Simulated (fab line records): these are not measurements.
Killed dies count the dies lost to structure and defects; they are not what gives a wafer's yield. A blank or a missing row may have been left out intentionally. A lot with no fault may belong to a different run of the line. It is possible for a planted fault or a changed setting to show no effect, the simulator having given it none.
Which tool is to blame? :: flow n5_finfet :: Sampling: 11 lots, 33 wafers, 4 of 1938 route steps

== WHAT THE GAUGES SHOWED, per wafer ==
N5_BEOL_M12_INSPECT_12: inspects for defects (macro).
lot: L577
measured: day 11 12:19
on: defect_inspect-02
raw_defect_count: 1 1 4

lot: L579
measured: day 11 19:17
on: defect_inspect-01
raw_defect_count: 1 3 4

lot: L580
measured: day 11 22:07
on: defect_inspect-02
raw_defect_count: 2 2 1

lot: L582
measured: day 12 00:51
on: defect_inspect-02
raw_defect_count: 3 2 2

lot: L584
measured: day 12 21:49
on: defect_inspect-01
raw_defect_count: 3 2 3

lot: L586
measured: day 13 15:43
on: defect_inspect-02
raw_defect_count: 1 4 4

lot: L588
measured: day 13 19:58
on: defect_inspect-01
raw_defect_count: 1 4 1

lot: L587
measured: day 13 20:29
on: defect_inspect-02
raw_defect_count: 2 3 3

lot: L589
measured: day 14 11:29
on: defect_inspect-02
raw_defect_count: 2 3 4

lot: L596
measured: day 16 09:23
on: defect_inspect-01
raw_defect_count: 2 0 2

lot: L597
measured: day 16 09:32
on: defect_inspect-02
raw_defect_count: 0 1 2

N5_BEOL_M12_OVL_MEAS_29.
lot: L577
measured: day 11 13:19
on: overlay-01
M12_OVL (nm): -1 -6 2

lot: L579
measured: day 11 20:22
on: overlay-01
M12_OVL (nm): -3 -1 -5

lot: L580
measured: day 11 22:59
on: overlay-02
M12_OVL (nm): 7 8 7

lot: L582
measured: day 12 01:45
on: overlay-02
M12_OVL (nm): -9 -7 -7

lot: L584
measured: day 12 22:50
on: overlay-01
M12_OVL (nm): -6 -13 -7

lot: L586
measured: day 13 16:37
on: overlay-01
M12_OVL (nm): -2 -1 1

lot: L588
measured: day 13 21:00
on: overlay-02
M12_OVL (nm): 5 -5 1

lot: L587
measured: day 13 21:43
on: overlay-01
M12_OVL (nm): 2 7 -2

lot: L589
measured: day 14 12:22
on: overlay-01
M12_OVL (nm): 6 12 4

lot: L596
measured: day 16 10:16
on: overlay-02
M12_OVL (nm): -1 3 5

lot: L597
measured: day 16 10:26
on: overlay-01
M12_OVL (nm): -6 -6 -10

== TOOL THAT RAN EACH LOT (tool first, then ch and the chambers of the sampled wafers, then the start) ==
lot: L577
N5_BEOL_M12_VIA_ETCH_16: rie_diel-03 ch 0,3, day 11 12:26
N5_BEOL_M12_COAT_22: litho_track-04 ch 0, day 11 12:53

lot: L579
N5_BEOL_M12_VIA_ETCH_16: rie_diel-05 ch 2,3, day 11 19:28
N5_BEOL_M12_COAT_22: litho_track-04 ch 0, day 11 19:55

lot: L580
N5_BEOL_M12_VIA_ETCH_16: rie_diel-06 ch 0,1,3, day 11 22:14
N5_BEOL_M12_COAT_22: litho_track-05 ch 0, day 11 22:41

lot: L582
N5_BEOL_M12_VIA_ETCH_16: rie_diel-06 ch 1,2,3, day 12 00:59
N5_BEOL_M12_COAT_22: litho_track-05 ch 0, day 12 01:26

lot: L584
N5_BEOL_M12_VIA_ETCH_16: rie_diel-03 ch 0,1,3, day 12 21:56
N5_BEOL_M12_COAT_22: litho_track-04 ch 0, day 12 22:23

lot: L586
N5_BEOL_M12_VIA_ETCH_16: rie_diel-06 ch 0,1,2, day 13 15:50
N5_BEOL_M12_COAT_22: litho_track-04 ch 0, day 13 16:17

lot: L588
N5_BEOL_M12_VIA_ETCH_16: rie_diel-05 ch 2,3, day 13 20:12
N5_BEOL_M12_COAT_22: litho_track-04 ch 0, day 13 20:41

lot: L587
N5_BEOL_M12_VIA_ETCH_16: rie_diel-05 ch 0,1,2, day 13 20:55
N5_BEOL_M12_COAT_22: litho_track-05 ch 0, day 13 21:24

lot: L589
N5_BEOL_M12_VIA_ETCH_16: rie_diel-06 ch 1,2, day 14 11:36
N5_BEOL_M12_COAT_22: litho_track-05 ch 0, day 14 12:03

lot: L596
N5_BEOL_M12_VIA_ETCH_16: rie_diel-05 ch 0,2,3, day 16 09:30
N5_BEOL_M12_COAT_22: litho_track-02 ch 0, day 16 09:57

lot: L597
N5_BEOL_M12_VIA_ETCH_16: rie_diel-06 ch 1,2, day 16 09:40
N5_BEOL_M12_COAT_22: litho_track-05 ch 0, day 16 10:06
- N5_BEOL_M12_VIA_ETCH_16: etches SiOC in C4F8/O2/Ar, target depth 724.8 nm.
- N5_BEOL_M12_COAT_22: resist thk 300 nm.

== AS READ BY THE TOOLS THEMSELVES (means over the sampled wafers that have a number; for cases with no such wafer, the mark the record gives instead) ==
N5_BEOL_M12_VIA_ETCH_16.
lot: L577
tool: rie_diel-03
drypump_motor_current_A (A): 5.9
oes_product_au (a.u.): 0.72
rf_vpp_V (V): 663
showerhead_plenum_p_Torr (Torr): 3.32
throttle_valve_pct (%): 24.24

lot: L579
tool: rie_diel-05
drypump_motor_current_A (A): 5.4
oes_product_au (a.u.): 0.74
rf_vpp_V (V): 665
showerhead_plenum_p_Torr (Torr): 3.41
throttle_valve_pct (%): 24.22

lot: L580
tool: rie_diel-06
drypump_motor_current_A (A): 5.6
oes_product_au (a.u.): 0.72
rf_vpp_V (V): 664
showerhead_plenum_p_Torr (Torr): 3.38
throttle_valve_pct (%): 24.04

lot: L582
tool: rie_diel-06
drypump_motor_current_A (A): 5.8
oes_product_au (a.u.): 0.70
rf_vpp_V (V): 665
showerhead_plenum_p_Torr (Torr): 3.42
throttle_valve_pct (%): 23.97

lot: L584
tool: rie_diel-03
drypump_motor_current_A (A): 5.7
oes_product_au (a.u.): 0.75
rf_vpp_V (V): 664
showerhead_plenum_p_Torr (Torr): 3.36
throttle_valve_pct (%): 24.24

lot: L586
tool: rie_diel-06
drypump_motor_current_A (A): 5.3
oes_product_au (a.u.): 0.76
rf_vpp_V (V): 667
showerhead_plenum_p_Torr (Torr): 3.49
throttle_valve_pct (%): 23.95

lot: L588
tool: rie_diel-05
drypump_motor_current_A (A): 5.5
oes_product_au (a.u.): 0.68
rf_vpp_V (V): 666
showerhead_plenum_p_Torr (Torr): 3.46
throttle_valve_pct (%): 24.11

lot: L587
tool: rie_diel-05
drypump_motor_current_A (A): 5.5
oes_product_au (a.u.): 0.62
rf_vpp_V (V): 665
showerhead_plenum_p_Torr (Torr): 3.42
throttle_valve_pct (%): 24.17

lot: L589
tool: rie_diel-06
drypump_motor_current_A (A): 5.5
oes_product_au (a.u.): 0.69
rf_vpp_V (V): 667
showerhead_plenum_p_Torr (Torr): 3.45
throttle_valve_pct (%): 23.88

lot: L596
tool: rie_diel-05
drypump_motor_current_A (A): 5.5
oes_product_au (a.u.): 0.75
rf_vpp_V (V): 665
showerhead_plenum_p_Torr (Torr): 3.40
throttle_valve_pct (%): 24.14

lot: L597
tool: rie_diel-06
drypump_motor_current_A (A): 5.5
oes_product_au (a.u.): 0.68
rf_vpp_V (V): 667
showerhead_plenum_p_Torr (Torr): 3.44
throttle_valve_pct (%): 23.90

N5_BEOL_M12_COAT_22.
lot: L577
tool: litho_track-04
exhaust_pa (Pa): 45.2
spin_speed_rpm (rpm): 2888.9

lot: L579
tool: litho_track-04
exhaust_pa (Pa): 45.3
spin_speed_rpm (rpm): 2886.4

lot: L580
tool: litho_track-05
exhaust_pa (Pa): 44.6
spin_speed_rpm (rpm): 2885.8

lot: L582
tool: litho_track-05
exhaust_pa (Pa): 45.0
spin_speed_rpm (rpm): 2889.3

lot: L584
tool: litho_track-04
exhaust_pa (Pa): 45.5
spin_speed_rpm (rpm): 2887.8

lot: L586
tool: litho_track-04
exhaust_pa (Pa): 46.6
spin_speed_rpm (rpm): 3035.9

lot: L588
tool: litho_track-04
exhaust_pa (Pa): 45.2
spin_speed_rpm (rpm): 3035.9

lot: L587
tool: litho_track-05
exhaust_pa (Pa): 44.6
spin_speed_rpm (rpm): 2884.3

lot: L589
tool: litho_track-05
exhaust_pa (Pa): 44.9
spin_speed_rpm (rpm): 2890.0

lot: L596
tool: litho_track-02
exhaust_pa (Pa): 44.5
spin_speed_rpm (rpm): 2888.4

lot: L597
tool: litho_track-05
exhaust_pa (Pa): 44.7
spin_speed_rpm (rpm): 2888.0

== THE ANSWER, worked out from the rows above alone ==
Rule: what is usual is taken from the lots themselves. Put in order of their means at a reading, lots are off if they are a third of the lots or fewer, leave a main group of 4 or more, and stand apart from it by a gap of 3 or more times the standard deviation of the main group's means; of several such gaps the widest counts. Not used: any main group whose means are identical at the precision the tables above print for the reading. Also off: a lot with no number at a reading for which 4 or more lots have one. Where the step has rows for the other lots, those lots are counted as sound. The gauges are gone through in route order, then the tools' own readings, and for those a lot's mean is taken as printed above. At the first step where some lot is off, the reading lying furthest off is the one used; lots without a number count as furthest.
Off: L586, L588 (N5_BEOL_M12_COAT_22, spin_speed_rpm). Main group: mean 2887.7 rpm, sd 1.7.
If a tool, at that step or one of the process steps before it, ran each lot that is off and ran no sound lot following the first of them, it fits. One fits: litho_track-04 at N5_BEOL_M12_COAT_22. A fault onset in the window from L584 (day 12 22:23, its last sound lot) to L586 (day 13 16:17, its first lot off) fits.
On the lots that are off, the tool's own readings at N5_BEOL_M12_COAT_22 differ by more than 5 times the standard deviation of the sound lots' means, which bears it out; spin_speed_rpm reads 3035.9 rpm there versus 2887.7 rpm on the sound lots.

== WHAT HAD BEEN PUT IN BY THE SIMULATOR ==
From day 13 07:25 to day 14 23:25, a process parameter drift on litho_track-04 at N5_BEOL_M12_COAT_22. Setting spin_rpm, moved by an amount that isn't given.
Lots struck among those shown: L586, L588. The rule above reached the same finding.
